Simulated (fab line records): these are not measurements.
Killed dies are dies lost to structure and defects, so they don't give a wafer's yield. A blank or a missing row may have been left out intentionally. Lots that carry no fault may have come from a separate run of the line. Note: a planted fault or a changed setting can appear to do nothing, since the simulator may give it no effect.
fab line records -- flow n5-finfet
[record] lots = 13, wafers = 39, last-day = 18
route steps=1938 shown PMOS_HMC_CHANNEL_EPI@76 MIM_TOP_ETCH@1853 MIM_BOT_LITHO@1862 PASSIVATION@1936
lots that met no fault: from a run of the same line without faults
start-h: hours from the record's opening day to when the first of the lot's shown wafers began -- wait-h: hours elapsed since this lot's preceding step -- " the same as in the row above -- L1.1+2: a row that stands for several wafers -- - value missing, or start not given -- * or withheld: withheld -- < > ~ a bound
route shown NAME@n: a module of which the file shows steps, and the number in the route of the first -- usual: the fault-free wafers' mean and standard deviation -- same: alike in all rows -- chamber/n: place in a boat -- sites: per-site readings -- _std_site: standard deviation of those values -- _edge_site: mean of outer sites minus mean of inner sites -- radius-mm: for every site, how far away it sits from the centre of the wafer -- mask NAME#n: copy n -- behind: tool/chamber where the wafer was last shaped -- hold: cause of the lot's hold/its duration in hours/its outcome -- device: the n, p or np transistor that did not switch -- end of line: the same wafers' tests at the end of the route -- a step without rows: its recipe alone -- killed: count of dies lost to structure and defects at first sort (not the wafer's yield) -- map: a wafer's dies, marking killed ones x, the rest . and places with no die _
set.NAME: the run value of the setting; set.NAME@STEP: its run value at that earlier step -- model.NAME: the simulator's own value behind a step, which no gauge read
one table for each step of the route and one row for each wafer, over a sample of lots
services: the hour from which a tool's chamber was out of use, counted from the record's first day as start-h (under 0 if before that day), plus the number of hours and why
[[steps]]
[step N5_PMOS_HMC_CHANNEL_EPI_PRECLEAN_18]
[recipe] chemistry = DHF, time-s = 30, temp-c = 25, dilution = withheld
lot.wafer,tool,chamber,start-h,wait-h
L413.2+3+4,wet-bench-05,"6,7,4",18.54,0.0
L414.3+4+5,wet-bench-05,"4,1,7",23.68,0.0
L416.1+4+6,wet-bench-05,"3,2,0",35.87,0.0
L417.3+5+6,wet-bench-05,"4,2,0",41.80,0.0
L418.1+2+6,wet-bench-06,"5,7,6",47.80,0.0
L420.2+4+5,wet-bench-06,"6,4,7",60.10,0.0
L421.4+5+6,wet-bench-01,"1,4,0",66.49,0.0
L422.1+2+6,wet-bench-06,"0,3,7",72.33,0.0
L423.3+5+6,wet-bench-05,"5,4,0",78.81,0.0
L424.1+3+5,wet-bench-06,"1,6,0",84.65,0.0
L428.3+5+6,wet-bench-01,"4,2,1",108.29,0.0
L435.3+5+6,wet-bench-06,"6,0,1",150.39,0.0
L436.1+4+5,wet-bench-05,"0,2,6",156.42,0.0
[step N5_MIM_TOP_ETCH_PECVD_03]
[recipe] material = SiNx, target-thk-a = 200, temp-c = 400, precursor = SiH4/NH3/N2, pressure-torr = 1.5, rf-w = 300, time-s = 17.6
[usual] heater-power-w = 790/160, showerhead-plenum-p-Torr = 5.16/0.074, throttle-valve-pct = 40.1/1.3
lot.wafer,tool,chamber,start-h,wait-h,heater-power-w,showerhead-plenum-p-Torr,throttle-valve-pct
L413.2,pecvd-04,1,259.93,-,685,5.16,39.8
L413.3,pecvd-04,2,259.93,-,725,5.12,39.9
L413.4,pecvd-04,2,259.93,-,733,5.12,40.2
L414.3,pecvd-04,0,277.49,-,663,5.18,39.1
L414.4,pecvd-04,0,277.49,-,651,5.20,39.3
L414.5,pecvd-04,1,277.49,-,786,5.16,39.7
L416.1,pecvd-02,2,282.64,-,712,5.25,41.3
L416.4,pecvd-02,2,282.64,-,721,5.24,41.3
L416.6,pecvd-02,0,282.64,-,909,5.12,41.2
L417.3,pecvd-03,2,282.86,-,596,5.03,38.5
L417.5,pecvd-03,1,282.86,-,858,5.18,40.4
L417.6,pecvd-03,2,282.86,-,585,5.02,38.5
L418.1,pecvd-03,1,288.51,-,857,5.18,40.7
L418.2,pecvd-03,0,288.51,-,721,5.28,41.0
L418.6,pecvd-03,2,288.51,-,482,5.04,38.4
L421.4,pecvd-02,2,305.56,-,722,5.24,41.3
L421.5,pecvd-02,1,305.56,-,1090,5.14,38.1
L421.6,pecvd-02,0,305.56,-,914,5.11,41.5
L420.2,pecvd-04,1,311.21,-,817,5.16,39.8
L420.4,pecvd-04,1,311.21,-,841,5.17,39.5
L420.5,pecvd-04,2,311.21,-,729,5.12,40.1
L422.1,pecvd-03,2,316.51,-,598,5.04,38.4
L422.2,pecvd-03,0,316.51,-,743,5.29,41.2
L422.6,pecvd-03,2,316.51,-,586,5.03,38.6
L423.3,pecvd-03,2,321.20,-,534,5.04,38.3
L423.5,pecvd-03,2,321.20,-,542,5.04,38.4
L423.6,pecvd-03,0,321.20,-,785,5.29,41.1
L424.1,pecvd-02,1,324.29,-,1091,5.14,37.9
L424.3,pecvd-02,0,324.29,-,933,5.13,41.2
L424.5,pecvd-02,0,324.29,-,929,5.13,41.4
L428.3,pecvd-02,1,359.48,-,1096,5.15,38.0
L428.5,pecvd-02,1,359.48,-,1116,5.15,37.5
L428.6,pecvd-02,2,359.48,-,734,5.24,41.7
L435.3,pecvd-02,2,410.53,-,814,5.25,42.1
L435.5,pecvd-02,2,410.53,-,840,5.24,42.3
L435.6,pecvd-02,0,410.53,-,999,5.11,41.1
L436.1,pecvd-04,2,411.71,-,735,5.10,41.2
L436.4,pecvd-04,1,411.71,-,778,5.14,39.3
L436.5,pecvd-04,2,411.71,-,753,5.11,41.0
[step N5_MIM_BOT_LITHO_CD_MEAS_08]
[recipe] target-cd-nm = 3000, landing-energy-ev = 500, detector = se-inlens, polarity = opening
[usual] cd-nm = 3000.0/2.1
lot.wafer,tool,chamber,start-h,wait-h,cd-nm
L413.2,cd-sem-01,0,260.29,-,3002.3
L413.3,cd-sem-01,0,260.29,-,2999.9
L413.4,cd-sem-01,0,260.29,-,3002.5
L414.3,cd-sem-02,0,277.85,-,2999.6
L414.4,cd-sem-02,0,277.85,-,3000.6
L414.5,cd-sem-02,0,277.85,-,2998.9
L416.1,cd-sem-02,0,283.00,-,3000.0
L416.4,cd-sem-02,0,283.00,-,2999.6
L416.6,cd-sem-02,0,283.00,-,2999.6
L417.3,cd-sem-02,0,283.34,-,2997.0
L417.5,cd-sem-02,0,283.34,-,2998.4
L417.6,cd-sem-02,0,283.34,-,2998.7
L418.1,cd-sem-03,0,288.99,-,3000.5
L418.2,cd-sem-03,0,288.99,-,2994.9
L418.6,cd-sem-03,0,288.99,-,2997.3
L421.4,cd-sem-01,0,305.90,-,3000.9
L421.5,cd-sem-01,0,305.90,-,2997.0
L421.6,cd-sem-01,0,305.90,-,2998.5
L420.2,cd-sem-02,0,311.69,-,3000.0
L420.4,cd-sem-02,0,311.69,-,2998.7
L420.5,cd-sem-02,0,311.69,-,3003.3
L422.1,cd-sem-02,0,316.87,-,2995.7
L422.2,cd-sem-02,0,316.87,-,2998.6
L422.6,cd-sem-02,0,316.87,-,2997.8
L423.3,cd-sem-01,0,321.68,-,3001.1
L423.5,cd-sem-01,0,321.68,-,3001.2
L423.6,cd-sem-01,0,321.68,-,2997.3
L424.1,cd-sem-03,0,324.77,-,3000.4
L424.3,cd-sem-03,0,324.77,-,2997.3
L424.5,cd-sem-03,0,324.77,-,2997.4
L428.3,cd-sem-02,0,359.96,-,3000.0
L428.5,cd-sem-02,0,359.96,-,3000.9
L428.6,cd-sem-02,0,359.96,-,3001.4
L435.3,cd-sem-03,0,410.89,-,3003.1
L435.5,cd-sem-03,0,410.89,-,3004.1
L435.6,cd-sem-03,0,410.89,-,3005.8
L436.1,cd-sem-01,0,412.07,-,3001.0
L436.4,cd-sem-01,0,412.07,-,3000.8
L436.5,cd-sem-01,0,412.07,-,3003.6
[step N5_PASSIVATION_PROBE_49]
[usual] defect-limited-yield = 91.0/1.5, killed_at_M0_to_M3 = 34/9.1, killed_at_M4_up = 14/5.7, killed-at-contacts = 13/5.7, killed-at-front-end = 42/12, killed-at-other = 4/3.4, killed-dies = 106/17, killed-on-rim = 14/4.3, killed-open = 70/13, killed-short = 34/7.5, sort_bin_5_function = 5.2/0.94, sort_bin_6_memory = 3.4/0.69, sort_bin_8_speed = 0.00/0.029, sort-n-pass = 1074/17, sort-yield-pct = 91.0/1.5
[same] gross-dies = 1180, killed-at-back-side = 0, sort_bin_4_leakage[%] = 0
lot.wafer,tool,chamber,start-h,wait-h,defect-limited-yield[%],killed_at_M0_to_M3,killed_at_M4_up,killed-at-contacts,killed-at-front-end,killed-at-other,killed-dies,killed-on-rim,killed-open,killed-short,sort_bin_5_function[%],sort_bin_6_memory[%],sort_bin_8_speed[%],sort-n-pass,sort-yield-pct[%]
L414.4,prober-02,-,289.71,0.2,91.3,24,18,12,49,0,103,13,62,35,5.7,2.7,0,1077,91.3
L414.5,prober-02,-,289.76,0.2,93.3,27,7,12,32,1,79,12,51,27,3.9,2.7,0,1101,93.3
L424.3,prober-01,-,333.91,0.1,91.4,40,7,13,38,3,101,8,65,35,5.3,3.1,0,1079,91.4
L428.3,prober-02,-,368.70,0.1,89.0,32,16,8,74,0,130,11,81,45,5.9,4.3,0,1050,89.0
L428.5,prober-02,-,368.80,0.2,82.5,21,20,23,140,2,206,32,81,33,10.4,4.3,0,974,82.5
L428.6,prober-02,-,368.85,0.3,90.8,19,13,16,56,5,109,8,76,33,6.0,2.9,0,1071,90.8
// killed by level:class
L414.4 FIN_SAQP:geometric-particle:short=12 BEOL_M4:geometric-particle:open=11 MOL_CONTACT_COAG:geometric-particle:open=10 STI_FIN_REVEAL:geometric-particle:open=9 BEOL_M1:geometric-particle:open=9 BEOL_M0_SAQP:geometric-particle:short=8 FIN_SAQP:geometric-particle:open=7 STI_FIN_REVEAL:geometric-particle:short=5
L414.5 STI_FIN_REVEAL:geometric-particle:open=10 MOL_CONTACT_COAG:geometric-particle:open=9 BEOL_M0_SAQP:geometric-particle:short=7 BEOL_M2:geometric-particle:open=7 FIN_SAQP:geometric-particle:short=5 DUMMY_GATE:geometric-particle:open=4 STI_FIN_REVEAL:geometric-particle:short=3 ILD0:geometric-particle:short=3
L424.3 BEOL_M0_SAQP:geometric-particle:short=14 MOL_CONTACT_COAG:geometric-particle:open=11 STI_FIN_REVEAL:geometric-particle:open=8 BEOL_M0_SAQP:geometric-particle:open=8 BEOL_M1:geometric-particle:open=6 BEOL_M1:geometric-particle:short=5 BEOL_M2:geometric-particle:open=5 DUMMY_GATE:geometric-particle:open=4
L428.3 FIN_SAQP:geometric-particle:open=18 STI_FIN_REVEAL:geometric-particle:open=13 DUMMY_GATE:geometric-particle:open=12 BEOL_M2:geometric-particle:open=10 FIN_SAQP:geometric-particle:short=9 BEOL_M0_SAQP:geometric-particle:short=8 STI_FIN_REVEAL:geometric-particle:short=7 MOL_CONTACT_COAG:geometric-particle:open=6
L428.5 PMOS_HMC_CHANNEL_EPI:unspecified=92 FIN_SAQP:geometric-particle:open=20 MOL_CONTACT_COAG:geometric-particle:open=20 BEOL_M4:geometric-particle:open=11 FIN_SAQP:geometric-particle:short=7 BEOL_M0_SAQP:geometric-particle:open=5 DUMMY_GATE:geometric-particle:open=4 BEOL_M1:geometric-particle:open=4
L428.6 FIN_SAQP:geometric-particle:open=21 MOL_CONTACT_COAG:geometric-particle:open=13 FIN_SAQP:geometric-particle:short=9 STI_FIN_REVEAL:geometric-particle:open=9 BEOL_M4:geometric-particle:open=9 BEOL_M2:geometric-particle:open=5 BEOL_M0_SAQP:geometric-particle:short=4 STI_FIN_REVEAL:geometric-particle:short=3
[[services]]
tool,chamber,start-h,hours,kind
pecvd-04,1,-3.30,2.1,scheduled-down
pecvd-04,1,-1.17,16.5,scheduled-down
wet-bench-01,-,17.14,7.5,repair
wet-bench-05,-,20.08,1.9,pm
wet-bench-05,-,47.82,2.0,repair
pecvd-04,2,69.90,5.5,scheduled-down
pecvd-03,0,75.45,2.0,repair
pecvd-03,0,77.72,5.5,scheduled-down
pecvd-02,0,79.28,16.5,scheduled-down
pecvd-03,0,104.54,16.5,scheduled-down
pecvd-04,-,122.22,2.8,pm
pecvd-04,0,138.59,10.1,repair
pecvd-02,2,151.94,5.0,scheduled-down
pecvd-02,-,172.67,1.9,repair
pecvd-02,0,186.88,2.1,scheduled-down
pecvd-03,2,207.63,5.5,scheduled-down
pecvd-02,-,217.46,14.6,pm
pecvd-04,1,220.31,5.5,scheduled-down
pecvd-03,-,261.81,1.5,repair
pecvd-02,0,366.57,5.5,scheduled-down
pecvd-04,0,373.37,4.0,repair
pecvd-04,1,375.24,3.6,repair
pecvd-02,-,397.98,0.2,repair
pecvd-02,1,403.30,5.7,repair
[[key]]
[first-sign] step = N5_PASSIVATION_PROBE_49, reading = killed-at-front-end, direction = up, sigmas = 7.9, usual = 42, struck = 140
[effect] step = N5_PASSIVATION_PROBE_49, reading = killed-dies, direction = up, sigmas = 5.8, usual = 106, struck = 206
[more-kills-born-at] N5_PMOS_HMC_CHANNEL_EPI_PRECLEAN_18@wet-bench-01 = 92
met-at N5_PMOS_HMC_CHANNEL_EPI_PRECLEAN_18
struck-lots L428
struck-wafers L428.5
not-acting-at N5_MIM_TOP_ETCH_PECVD_03,N5_MIM_BOT_LITHO_CD_MEAS_08
[fault] kind = chamber-particle-source, tool = wet-bench-01, chamber = 2, onset-h = 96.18, steps = N5_PMOS_HMC_CHANNEL_EPI_PRECLEAN_18, rate-per-visit-cm2 = 0.86634, end-h = 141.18
